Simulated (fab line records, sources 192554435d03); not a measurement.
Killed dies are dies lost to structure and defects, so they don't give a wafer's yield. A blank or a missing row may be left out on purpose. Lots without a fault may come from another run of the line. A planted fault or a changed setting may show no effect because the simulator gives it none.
Chamber matching | flow n5_finfet | N5_BEOL_M3_ALD_98 on ald_sin-01: 4 sister chambers
The step deposits SiO2, target thk 2.5 nm, pulse time 1 s, co reactant pulse time 1 s. 8 wafers are shown with their chamber, then 7 later ones without.

WAFERS WITH THEIR CHAMBER
wafer  | chamber | heater_power_w (W) | precursor_pulse_height_rel
L742.4 | 1       | 93                 | 0.984
L747.1 | 3       | 70                 | 0.971
L747.4 | 2       | 69                 | 1.011
L759.2 | 3       | 72                 | 0.978
L759.3 | 0       | 72                 | 1.018
L759.6 | 2       | 71                 | 0.994
L760.1 | 0       | 73                 | 1.025
L760.3 | 1       | 90                 | 1.007

WAFERS WITHOUT THEIR CHAMBER
wafer  | heater_power_w (W) | precursor_pulse_height_rel
L760.5 | 72                 | 0.981
L761.3 | 73                 | 0.990
L761.5 | 69                 | 0.971
L761.6 | 74                 | 1.011
L762.2 | 69                 | 0.999
L762.4 | 94                 | 0.989
L762.5 | 71                 | 1.004

WHICH CHAMBER EACH WENT THROUGH
wafer  | from the rows above          | in truth
L760.5 | can't be placed: 3 or 2      | 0
L761.3 | can't be placed: 3 or 2 or 0 | 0
L761.5 | can't be placed: 3 or 2      | 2
L761.6 | can't be placed: 0 or 2      | 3
L762.2 | can't be placed: 2 or 3      | 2
L762.4 | 1                            | 1
L762.5 | can't be placed: 2 or 0      | 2
Placed correctly: 1 of 7. Can't be placed from these rows: 6 (the true chamber is among the candidates in 4). Placed wrongly: 0.
How it was worked out, from the rows above alone: a wafer's distance from a chamber is the root of the sum, over the readings, of the square of ((its reading less the chamber's mean) divided by the reading's scatter). The wafer belongs to the nearest chamber; if the next one is less than 2 further off, it can't be placed. A chamber's mean is the mean of its shown wafers. The scatter: the root of (the sum of the squares of (reading less its chamber's mean) over the shown wafers, divided by (wafers less chambers)).
